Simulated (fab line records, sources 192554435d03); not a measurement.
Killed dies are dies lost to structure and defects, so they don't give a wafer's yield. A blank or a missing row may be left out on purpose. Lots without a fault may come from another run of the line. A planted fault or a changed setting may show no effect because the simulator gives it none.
Which tool did it? | flow n5_finfet | 12 lots, 36 wafers sampled, at 6 steps of a route of 1938

WHAT THE GAUGES READ, wafer by wafer
N5_BEOL_M4_OVL_MEAS_29.
lot  | measured     | on         | V3_OVL (nm)
L075 | day 7 23:01  | overlay-02 | -1.0 -1.2 -1.5
L078 | day 9 06:24  | overlay-02 | 0.9 1.3 1.0
L079 | day 10 09:53 | overlay-01 | -0.3 -0.6 -1.2
L081 | day 10 10:49 | overlay-01 | 0.2 0.6 -0.1
L083 | day 10 21:20 | overlay-02 | -0.1 -1.4 0.2
L087 | day 11 07:01 | overlay-01 | -1.0 -0.9 -1.3
L086 | day 12 08:27 | overlay-02 | 0.1 0.0 0.1
L088 | day 12 14:00 | overlay-01 | -0.6 0.3 0.7
L092 | day 12 18:07 | overlay-01 | 0.6 0.0 1.0
L093 | day 13 04:40 | overlay-01 | -1.8 -0.5 -1.1
L094 | day 14 04:47 | overlay-01 | 0.1 0.7 -0.5
L097 | day 14 14:38 | overlay-02 | 0.2 -0.4 -1.1

WHICH TOOL RAN EACH LOT (tool, then ch and the chambers of the sampled wafers, then the start)
lot  | N5_BEOL_M3_ALD_84                   | N5_BEOL_M3_SPUTTER_81        | N5_BEOL_M3_ANNEAL_87         | N5_BEOL_M4_ETCH_64                 | N5_BEOL_M4_STRIP_19
L075 | ald_metal-01 ch 0,1,2, day 7 17:18  | pvd_sputter-01, day 7 18:15  | pvd_sputter-01, day 7 18:33  | rie_diel-02 ch 0,2,3, day 7 22:19  | rie_diel-02 ch 2,3, day 7 22:36
L078 | ald_metal-01 ch 1,3, day 8 22:45    | pvd_sputter-01, day 9 00:43  | pvd_sputter-01, day 9 01:02  | rie_diel-06 ch 0,1,3, day 9 05:41  | rie_diel-06 ch 1,2,3, day 9 05:59
L079 | ald_metal-04 ch 1,3, day 10 02:43   | pvd_sputter-02, day 10 03:40 | pvd_sputter-02, day 10 03:58 | rie_diel-02 ch 2,3, day 10 09:11   | rie_diel-06 ch 0,2,3, day 10 09:28
L081 | ald_metal-04 ch 0,2,3, day 10 05:55 | pvd_sputter-01, day 10 06:52 | pvd_sputter-01, day 10 07:10 | rie_diel-06 ch 0,1,3, day 10 10:07 | rie_diel-05 ch 0,2, day 10 10:24
L083 | ald_metal-04 ch 0,1,2, day 10 15:45 | pvd_sputter-03, day 10 16:39 | pvd_sputter-03, day 10 16:57 | rie_diel-06 ch 0,1,2, day 10 20:30 | rie_diel-06 ch 0,1,3, day 10 20:47
L087 | ald_metal-04 ch 1,2, day 11 01:10   | pvd_sputter-02, day 11 02:08 | pvd_sputter-02, day 11 02:26 | rie_diel-02 ch 0,3, day 11 06:08   | rie_diel-05 ch 2,3, day 11 06:28
L086 | ald_metal-01 ch 1,2,3, day 12 00:44 | pvd_sputter-02, day 12 02:46 | pvd_sputter-02, day 12 03:04 | rie_diel-05 ch 0,1, day 12 07:37   | rie_diel-05 ch 0,1, day 12 07:55
L088 | ald_metal-02 ch 0,1,2, day 12 04:44 | pvd_sputter-02, day 12 06:01 | pvd_sputter-02, day 12 06:19 | rie_diel-05 ch 1,3, day 12 13:09   | rie_diel-02 ch 0,2,3, day 12 13:26
L092 | ald_metal-04 ch 1,2, day 12 13:02   | pvd_sputter-01, day 12 14:00 | pvd_sputter-01, day 12 14:18 | rie_diel-05 ch 0,1,3, day 12 17:24 | rie_diel-05 ch 0,3, day 12 17:41
L093 | ald_metal-02 ch 0,2,3, day 12 20:31 | pvd_sputter-01, day 12 21:31 | pvd_sputter-01, day 12 21:49 | rie_diel-05 ch 0,3, day 13 03:48   | rie_diel-06 ch 1,2, day 13 04:07
L094 | ald_metal-04 ch 1,3, day 13 17:39   | pvd_sputter-03, day 13 23:16 | pvd_sputter-03, day 13 23:34 | rie_diel-06 ch 0,2,3, day 14 03:45 | rie_diel-06 ch 1,2, day 14 04:15
L097 | ald_metal-02 ch 0,3, day 14 08:21   | pvd_sputter-02, day 14 09:20 | pvd_sputter-02, day 14 09:38 | rie_diel-05 ch 1,2, day 14 13:41   | rie_diel-06 ch 0,1,3, day 14 14:06
- N5_BEOL_M3_ALD_84: deposits TaN, pulse time 2 s, purge time 3 s, co reactant purge time 2 s.
- N5_BEOL_M3_SPUTTER_81: material Cu, target thk 4.5 nm, time 8.29 s.
- N5_BEOL_M3_ANNEAL_87: time 240 s.
- N5_BEOL_M4_ETCH_64: etches SOC in N2/H2, target depth 75 nm, overetch 22.5 nm, time 121.9 s.
- N5_BEOL_M4_STRIP_19: strips in O2.

THE ANSWER, worked out from the rows above alone
Rule: what is usual is taken from the lots themselves. Put in order of their means at a reading, lots are off if they are a third of the lots or fewer, leave a main group of 4 or more, and stand apart from it by a gap of 3 or more times the standard deviation of the main group's means; of several such gaps the widest counts. A main group whose means are all the same, to the digits that the tables above print for the reading, isn't used. A lot without any number at a reading at which 4 lots or more have one is off too. The other lots that the step has rows for count as sound.
No lot is off at any reading shown: from this, nothing can be told.

WHAT THE SIMULATOR HAD PUT IN
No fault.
